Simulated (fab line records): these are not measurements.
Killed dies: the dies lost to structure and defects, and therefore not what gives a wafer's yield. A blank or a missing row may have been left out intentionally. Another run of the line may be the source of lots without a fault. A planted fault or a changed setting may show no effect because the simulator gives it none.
What tool caused it? -- flow n5 finfet -- 36 wafers from 12 lots sampled at 2 of the route's 1938 steps

WHAT THE GAUGES READ, wafer by wafer
N5_MIM_BOT_LITHO_CD_MEAS_08: target cd 3000 nm. Usual: cd nm 3000.0 nm, standard deviation 1.8.
lot,measured,on,cd nm (nm),flag
L453,day 11 23:50,cd sem-02,3000.9 2999.6 3001.6,
L454,day 12 03:54,cd sem-02,2999.8 3002.3 3001.5,
L456,day 13 23:41,cd sem-02,2998.5 2998.5 2998.4,
L459,day 13 12:52,cd sem-01,2999.3 3001.1 2999.1,
L460,day 14 03:10,cd sem-02,2996.7 2998.8 2998.1,
L462,day 13 19:51,cd sem-02,2997.7 2997.9 2999.8,
L463,day 14 18:31,cd sem-02,2998.6 2997.7 2999.4,
L464,day 15 07:06,cd sem-01,3001.3 2999.0 2998.8,
L469,day 16 19:02,cd sem-01,2999.3 2998.2 2998.8,
L471,day 16 19:32,cd sem-01,2998.2 2999.0 2997.9,
L472,day 17 01:10,cd sem-01,3000.1 3002.5 3001.6,
L476,day 18 08:07,cd sem-02,2999.5 2997.4 2999.2,

TOOL THAT RAN EACH LOT (tool first, then ch and the chambers of the sampled wafers, then the start)
lot,N5_HKMG_FIN_ETCH_32
L453,"rie diel-02 ch 1,2,3, day 4 02:49"
L454,"rie diel-02 ch 1,2,3, day 4 12:25"
L456,"rie diel-03 ch 0,1,2, day 5 10:38"
L459,"rie diel-02 ch 0,2,3, day 5 20:51"
L460,"rie diel-03 ch 0,1,2, day 6 00:31"
L462,"rie diel-04 ch 1,2,3, day 6 13:55"
L463,"rie diel-02 ch 0,1,3, day 6 18:55"
L464,"rie diel-03 ch 0,1, day 6 23:55"
L469,"rie diel-02 ch 0,1,2, day 8 08:19"
L471,"rie diel-02 ch 0,1,3, day 8 18:08"
L472,"rie diel-03 ch 0,2, day 9 02:46"
L476,"rie diel-03 ch 0,1,2, day 9 19:37"
- N5_HKMG_FIN_ETCH_32: etches SOC in N2/H2, target depth 240 nm, time 300 s.

AS READ BY THE TOOLS THEMSELVES (means over the sampled wafers that have a number; for cases with no such wafer, the mark the record gives instead)
N5_HKMG_FIN_ETCH_32. Usual: drypump motor current A 5.6 A, standard deviation 0.41; oes product au 0.77 a.u., standard deviation 0.075; rf vpp V 524.0 V, standard deviation 2.3; showerhead plenum p Torr 2.55 Torr, standard deviation 0.083; temp c 40.00 C, standard deviation 0.11; throttle valve pct 17.82 %, standard deviation 0.26.
lot,tool,drypump motor current A (A),oes product au (a.u.),rf vpp V (V),showerhead plenum p Torr (Torr),temp c (C),throttle valve pct (%),flag
L453,rie diel-02,5.7,0.75,526.4,2.62,39.96,17.97,
L454,rie diel-02,5.7,0.74,525.4,2.61,40.00,17.99,
L456,rie diel-03,5.4,0.83,524.4,2.57,39.98,17.63,
L459,rie diel-02,5.4,0.73,523.4,2.53,40.09,17.89,
L460,rie diel-03,5.4,0.82,524.5,2.57,39.93,17.65,
L462,rie diel-04,6.1,0.78,523.3,2.51,39.97,17.81,
L463,rie diel-02,5.7,0.73,523.9,2.52,39.93,17.76,
L464,rie diel-03,5.4,0.82,523.6,2.58,40.08,17.67,
L469,rie diel-02,5.6,0.71,524.1,2.56,40.12,17.95,
L471,rie diel-02,5.7,0.72,523.3,2.52,39.97,17.77,
L472,rie diel-03,5.6,0.75,523.5,2.54,39.90,17.83,
L476,rie diel-03,5.5,0.77,524.4,2.55,40.01,17.70,

THE ANSWER, worked out from the rows above alone
Rule: take the mean of a lot's wafers that have a number; if it is more than 3 standard deviations from the usual mean, the lot is off. Also off: a lot with no number at a reading for which 4 or more lots have one. Any other lot the step has rows for is counted as sound. Order of review: gauges by route order, followed by the tools' own readings, for which a lot's mean as printed above is used. At the first step where some lot is off, the reading lying furthest off is the one used; lots without a number count as furthest.
No lot is off at any reading shown: from this, nothing can be told.

WHAT THE SIMULATOR PUT IN
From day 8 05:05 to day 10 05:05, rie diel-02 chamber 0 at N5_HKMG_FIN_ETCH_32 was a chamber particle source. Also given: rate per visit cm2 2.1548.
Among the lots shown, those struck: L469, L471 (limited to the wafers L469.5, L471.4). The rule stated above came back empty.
